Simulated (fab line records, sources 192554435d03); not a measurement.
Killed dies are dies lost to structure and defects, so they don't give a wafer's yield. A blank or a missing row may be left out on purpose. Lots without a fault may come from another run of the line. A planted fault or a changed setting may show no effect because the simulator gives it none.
fab line records | flow n5_finfet
record lots=4 wafers=12 last_day=16
route steps=1938 shown BEOL_M3@978 PASSIVATION@1936
lots that met no fault: from a run of the same line without faults
start_h: hours from the record's first day to the start of the lot's first wafer shown | wait_h: hours since the lot's step before | " the same as in the row above | L1.1+2: a row that stands for several wafers | - no value, or no start given | * or withheld: withheld | < > ~ a bound
route shown NAME@n: a module of which the file shows steps, and the number in the route of the first | usual: mean/standard deviation of fault-free wafers | same: alike in all rows | chamber/n: place in a boat | sites: the reading at each site | _std_site: their standard deviation | _edge_site: outer sites' mean less inner sites' | radius_mm: how far each site lies from the wafer's centre | mask NAME#n: copy n | behind: the tool/chamber that last shaped the wafer | hold: why the lot was held/for how many hours/how that ended | device: the transistor (n, p or np) that didn't switch | end of line: the same wafers' tests at the end of the route | a step without rows: its recipe alone | killed: dies lost to structure and defects at the first sort, not the wafer's yield | map: a wafer's dies, x killed, . not, _ none there
set.NAME: the setting as run; set.NAME@STEP: as run at that earlier step | model.NAME: the simulator's own value behind a step, which no gauge read
lots at some steps of the route; a table a step, a row a wafer
## steps
# step N5_BEOL_M3_STRIP_83
# recipe chemistry=C4F6/O2 resist=SiARC rf_frequency_hz=6e+07
# step N5_BEOL_M3_STRIP_36
# recipe chemistry=N2/H2 power_w=450 temp_c=40 pressure_mtorr=20 rf_frequency_hz=6e+07 overash_fraction=0.3 bias_power_w=7 h2_frac=0.5 n2_flow_sccm=200 h2_flow_sccm=200
# step N5_BEOL_M3_TRENCH_ETCH_37
# recipe chemistry=C4F6/O2 target_depth_a=555.55 target=SiOC time_s=29.2 ion_energy_ev=250 pressure_mtorr=30 source_w=355 bias_w=185 Ar_flow_sccm=300 C4F6_flow_sccm=10 O2_flow_sccm=10
# step N5_BEOL_M3_ETCH_41
# recipe chemistry=CH3F/O2 target=SiCN target_depth_a=299 taper_deg=2 time_s=52.5 ion_energy_ev=120 mask_material=TiN pressure_mtorr=30 source_w=395 bias_w=75 Ar_flow_sccm=150 CH3F_flow_sccm=30 O2_flow_sccm=20
# step N5_BEOL_M3_STRIP_97
# recipe chemistry=N2/H2 time_s=10 power_w=450 temp_c=40 pressure_mtorr=20 rf_frequency_hz=6e+07 bias_power_w=7 n2_flow_sccm=200 h2_flow_sccm=200
# step N5_BEOL_M3_HM_STRIP_39
# recipe chemistry=peroxide_tin_strip material=TiN target_depth_a=250 temp_c=50 time_s=158
# step N5_BEOL_M3_SRD_40
# recipe time_s=30 temp_c=23 rinse_liquid=diw dry=ipa_marangoni
# step N5_BEOL_M3_PRECLEAN_42
# recipe chemistry=residue_remover time_s=60 temp_c=40
# step N5_BEOL_M3_SRD_43
# recipe time_s=30 temp_c=23 rinse_liquid=diw dry=ipa_marangoni
# step N5_BEOL_M3_DEGAS_44
# recipe ambient=vacuum temp_c=250 time_s=60
# step N5_BEOL_M3_PRE_CLEAN_45
# recipe gas=H2/He time_s=30 temp_c=250
# usual heater_power_w=342/45
# columns lot.wafer tool chamber start_h wait_h heater_power_w
L509.2 pvd_sputter-02 - 153.37 0.0 282
L509.3 " - " " 365
L509.5 " - " " 371
L519.1 pvd_sputter-03 - 222.74 0.0 352
L519.3 " - " " 351
L519.5 " - " " 354
L521.2 pvd_sputter-02 - 230.65 0.0 275
L521.4 " - " " 376
L521.5 " - " " 368
L526.1 pvd_sputter-02 - 257.72 0.0 358
L526.2 " - " " 353
L526.3 " - " " 278
# step N5_BEOL_M3_ALD_84
# recipe material=TaN target_thk_a=* temp_c=275 ald_precursor_family=PDMAT ald_co_reactant=NH3 pressure_torr=3 carrier_flow_sccm=1500 pulse_time_s=2 purge_time_s=3 co_reactant_purge_time_s=2 co_reactant_pulse_time_s=3 ald_cycles=30 precursor_vessel_temp_c=75 precursor_vessel_pressure_torr=26.25 precursor_vessel_carrier_sccm=1000
# step N5_BEOL_M3_SURFACE_TREAT_85
# recipe gas=Ar time_s=* ion_energy_ev=* ion_current_ma_cm2=0.5 pressure_mtorr=* ar_flow_sccm=30
# step N5_BEOL_M3_CVD_47
# recipe material=Co target_thk_a=30 temp_c=withheld precursor=CCTBA/H2 pressure_torr=30 time_s=223.8
# step N5_BEOL_M3_SPUTTER_48
# recipe material=Cu target_thk_a=45 temp_c=-20 chamber_pressure_pa=0.07 power_w=withheld time_s=8.29
# step N5_BEOL_M3_ANNEAL_49
# recipe temp_c=400 time_s=240 ambient=vacuum
# step N5_BEOL_M3_SPUTTER_79
# recipe material=Cu target_thk_a=45 temp_c=-20 chamber_pressure_pa=0.07 power_w=withheld time_s=8.29
# step N5_BEOL_M3_ANNEAL_80
# recipe temp_c=400 time_s=240 ambient=vacuum
# step N5_BEOL_M3_SPUTTER_81
# recipe material=Cu target_thk_a=45 temp_c=-20 chamber_pressure_pa=0.07 power_w=withheld time_s=8.29
# step N5_BEOL_M3_ANNEAL_82
# recipe temp_c=400 time_s=240 ambient=vacuum
# step N5_BEOL_M3_SPUTTER_86
# recipe material=Cu target_thk_a=45 temp_c=-20 chamber_pressure_pa=0.07 power_w=withheld time_s=8.29
# step N5_BEOL_M3_ANNEAL_87
# recipe temp_c=400 time_s=240 ambient=vacuum
# step N5_BEOL_M3_SPUTTER_88
# recipe material=Cu target_thk_a=45 temp_c=-20 chamber_pressure_pa=0.07 power_w=withheld time_s=8.29
# step N5_BEOL_M3_ANNEAL_89
# recipe temp_c=400 time_s=240 ambient=vacuum
# step N5_BEOL_M3_SPUTTER_90
# recipe material=Cu target_thk_a=45 temp_c=-20 chamber_pressure_pa=0.07 power_w=withheld time_s=8.29
# step N5_BEOL_M3_ANNEAL_91
# recipe temp_c=400 time_s=240 ambient=vacuum
# step N5_BEOL_M3_SPUTTER_92
# recipe material=Cu target_thk_a=45 temp_c=-20 chamber_pressure_pa=0.07 power_w=withheld time_s=8.29
# step N5_BEOL_M3_ANNEAL_93
# recipe temp_c=400 time_s=240 ambient=vacuum
# step N5_BEOL_M3_SPUTTER_94
# recipe material=Cu target_thk_a=45 temp_c=-20 chamber_pressure_pa=0.07 power_w=withheld time_s=8.29
# step N5_BEOL_M3_ANNEAL_95
# recipe temp_c=400 time_s=240 ambient=vacuum
# step N5_BEOL_M3_SPUTTER_96
# recipe material=Cu target_thk_a=45 temp_c=-20 chamber_pressure_pa=0.07 power_w=withheld time_s=8.29
# step N5_BEOL_M3_ECD_50
# recipe material=Cu target_thk_a=3000
# step N5_BEOL_M3_ANNEAL_51
# recipe temp_c=225 time_s=90 ambient=N2
# step N5_BEOL_M3_CMP_52
# recipe stop_on=SiOC t_overpolish_s=6.8 down_force_psi=1 platen_rpm=50 clearing_platen_down_force_psi=1.5 clearing_platen_rpm=50 post_cmp_clean=cu_alkaline target_thk_nm=40 clearing_platen_pad_velocity_m_s=0.99484 pad_velocity_m_s=0.99484
# step N5_BEOL_M3_PRE_CLEAN_60
# recipe gas=NH3/H2 time_s=15 temp_c=* rf_power_w=300
# step N5_BEOL_M3_CO_CAP_55
# recipe material=Co target_thk_a=20 temp_c=200 precursor=CCTBA/H2 pressure_torr=30 time_s=102.1
# step N5_BEOL_M3_PRE_CLEAN_56
# recipe gas=NH3 time_s=15 temp_c=withheld rf_power_w=300
# step N5_BEOL_M3_DEP_57
# recipe material=SiCN target_thk_a=80 temp_c=withheld precursor=3MS/NH3 pressure_torr=3 rf_w=202 time_s=14
# step N5_PASSIVATION_PROBE_49
# usual defect_limited_yield=91.7/1.7 killed_at_M0_to_M3=34/10 killed_at_M4_up=13/5.1 killed_at_contacts=12/6.2 killed_at_front_end=36/12 killed_at_other=3.2/2.6 killed_dies=98/20 killed_open=65/13 killed_short=32/8.4 sort_bin_5_function=4.8/1.1 sort_bin_6_memory=3.2/0.74 sort_n_pass=1082/20 sort_yield_pct=91.7/1.7
# same gross_dies=1180 killed_at_back_side=0 sort_bin_4_leakage[%]=0 sort_bin_8_speed[%]=0
# columns lot.wafer tool chamber start_h wait_h defect_limited_yield[%] killed_at_M0_to_M3 killed_at_M4_up killed_at_contacts killed_at_front_end killed_at_other killed_dies killed_open killed_short sort_bin_5_function[%] sort_bin_6_memory[%] sort_n_pass sort_yield_pct[%]
L521.2 prober-01 - 350.94 0.1 83.5 120 12 21 42 0 195 56 27 9.7 4.7 985 83.5
L521.4 prober-01 - 351.04 0.2 88.4 97 9 1 25 5 137 48 24 7.5 3.6 1043 88.4
L521.5 prober-01 - 351.09 0.2 84.6 126 11 11 33 1 182 52 26 9.6 3.5 998 84.6
L526.1 prober-02 - 376.49 0.0 83.6 98 7 18 68 3 194 79 41 10.5 4.3 986 83.6
L526.2 prober-02 - 376.54 0.1 81.6 137 12 5 60 3 217 78 45 10.4 5.8 963 81.6
L526.3 prober-02 - 376.59 0.1 84.9 126 10 6 33 3 178 61 25 10.0 4.1 1002 84.9
# killed by level:class
L521.2 BEOL_M3:unspecified=101 MOL_CONTACT_COAG:geometric_particle:open=18 HKMG_FIN:area_etch=10 STI_FIN_REVEAL:geometric_particle:open=8 FIN_SAQP:geometric_particle:open=5 GATE_CUT:geometric_particle:short=5 BEOL_M0_SAQP:geometric_particle:short=4 BEOL_M2:geometric_particle:open=4
L521.4 BEOL_M3:unspecified=64 BEOL_M2:geometric_particle:open=10 STI_FIN_REVEAL:geometric_particle:open=8 BEOL_M0_SAQP:geometric_particle:short=5 BEOL_M0_SAQP:geometric_particle:open=5 BEOL_M1:geometric_particle:open=5 BEOL_M1:geometric_particle:short=4 BEOL_M4:geometric_particle:open=4
L521.5 BEOL_M3:unspecified=92 MOL_CONTACT_COAG:geometric_particle:open=11 HKMG_FIN:area_etch=11 BEOL_M0_SAQP:geometric_particle:open=7 BEOL_M3:geometric_particle:open=7 BEOL_M2:geometric_particle:open=5 STARTING-WAFER:geometric_particle:short=5 BEOL_M0_SAQP:geometric_particle:short=4
L526.1 BEOL_M3:unspecified=66 FIN_SAQP:geometric_particle:short=13 STI_FIN_REVEAL:geometric_particle:open=13 MOL_CONTACT_COAG:geometric_particle:open=13 BEOL_M2:geometric_particle:open=13 FIN_SAQP:geometric_particle:open=10 GATE_CUT:geometric_particle:short=8 HKMG_FIN:area_etch=8
L526.2 BEOL_M3:unspecified=94 BEOL_M2:geometric_particle:open=13 FIN_SAQP:geometric_particle:short=11 GATE_CUT:geometric_particle:short=11 BEOL_M0_SAQP:geometric_particle:open=11 FIN_SAQP:geometric_particle:open=8 STI_FIN_REVEAL:geometric_particle:open=7 BEOL_M4:geometric_particle:open=6
L526.3 BEOL_M3:unspecified=92 BEOL_M0_SAQP:geometric_particle:open=13 STI_FIN_REVEAL:geometric_particle:open=8 GATE_CUT:geometric_particle:short=6 BEOL_M0_SAQP:geometric_particle:short=6 BEOL_M4:geometric_particle:open=6 FIN_SAQP:geometric_particle:open=5 FIN_SAQP:geometric_particle:short=5
# map L521.2 (x killed, . not)
_________________x...........________________
______________.................._____________
___________....x......x............__________
__________x.......x..x......x.x...x._________
________...........x......x..........._______
_______............................x...______
______.x..x...................xx........_____
_____....x....x........x..x..x...x.x...x.____
____...x.........x.........xxxxxxx.x......___
___..................x..xxxxxxxxx..xx......__
___.x............x....x.x.xxxxxxxxxx.x.x...__
__.x........x.....x.....xxx.xxxxxxxxxx......_
__......................xxxxxxxxxxxxx....x.x_
_.x.....................x.xxxxxxxxxx.xx......
_x.x.x.x.x................xxxxxxxxx.....x....
_..........................x.x..xx.x.........
_............x.....x.x...x....x.xx..x....x...
_xx...............x.x..x.xxx.x.xx.x.x........
_x............x......x.............x.x....xx.
_.........x........................x.x..x....
_.......x.......x..........x.................
__................x.x...........x.....x.x..._
__.......xx.x..........xx.................xx_
___...................x....................__
___........................................__
____........x....x.....x......x...........___
_____.......x....x.......................____
______.........x...x..........x........._____
_______x...............................______
________....................x........._______
__________..x................x......_________
___________..........x.......x.....__________
______________.x................_____________
_________________.x.x....x...________________
# map L526.2 (x killed, . not)
_________________............________________
______________..........x......x_____________
___________........x......x........__________
__________.........................._________
________..........x..................._______
_______...x...xx.xxx..x...........x..x.______
______.xxxx..............x.......xxx...x_____
_____......x.............................____
____..x............x...x.......x.......x..___
___..x......x............x.x.x.............__
___..x..xx................x.......x...x....__
__x....x.x.......x....x..x.................._
__..xxx.xxx.x........................x......_
_x..x.xxxx.xxx..........x.x......xx..x.....x.
_..xxxxxxxxxxx........x........x.....x.......
_..xxxxxxxxxx....x..............x...xx....x..
_xxxxxxxxxxxxxx...x.....xxx..................
_x.xxxxxxxxxxxx........x...................x.
_.xxxxxxxxxxxxx....x.........x........x......
_...x.xxxxxx.xx.............x...x.x..x..x.x..
_..xxxxxxx.xx................x.x....x........
__.x.xx.x.x......x.........x...........x.x.._
__x...x...x.....................x.....x....._
___x.......x....x..................x.......__
___........xx..x..x...............x........__
____.................x....................___
_____.......x..................x.........____
______..x..............................._____
_______...........x......x.............______
________x.xx.........................x_______
__________x..........x.....x.......x_________
___________x.x.................x...__________
______________.......x...x......_____________
_________________........x...________________
## key
first_sign step=N5_PASSIVATION_PROBE_49 reading=killed_at_M0_to_M3 direction=up sigmas=7.9 usual=34 struck=117
effect step=N5_PASSIVATION_PROBE_49 reading=defect_limited_yield direction=down sigmas=4.4 usual=91.7 struck=84.4
more_kills_born_at N5_BEOL_M3_PRE_CLEAN_45@pvd_sputter-02=509
met_at N5_BEOL_M3_PRE_CLEAN_45
struck_wafers L521.2,L521.4,L521.5,L526.1,L526.2,L526.3
baseline_loss step=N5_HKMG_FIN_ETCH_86 wafers=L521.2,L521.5
onset_between 153.37 230.65
also_fits time
fault kind=chamber_particle_source tool=pvd_sputter-02 chamber=- onset_h=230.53 steps=N5_BEOL_M3_PRE_CLEAN_45 rate_per_visit_cm2=0.41257 end_h=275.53
# baseline_loss: these wafers lose ten dies or more at that step, a loss of the line's own and not of a fault; the sort's usual values leave them out
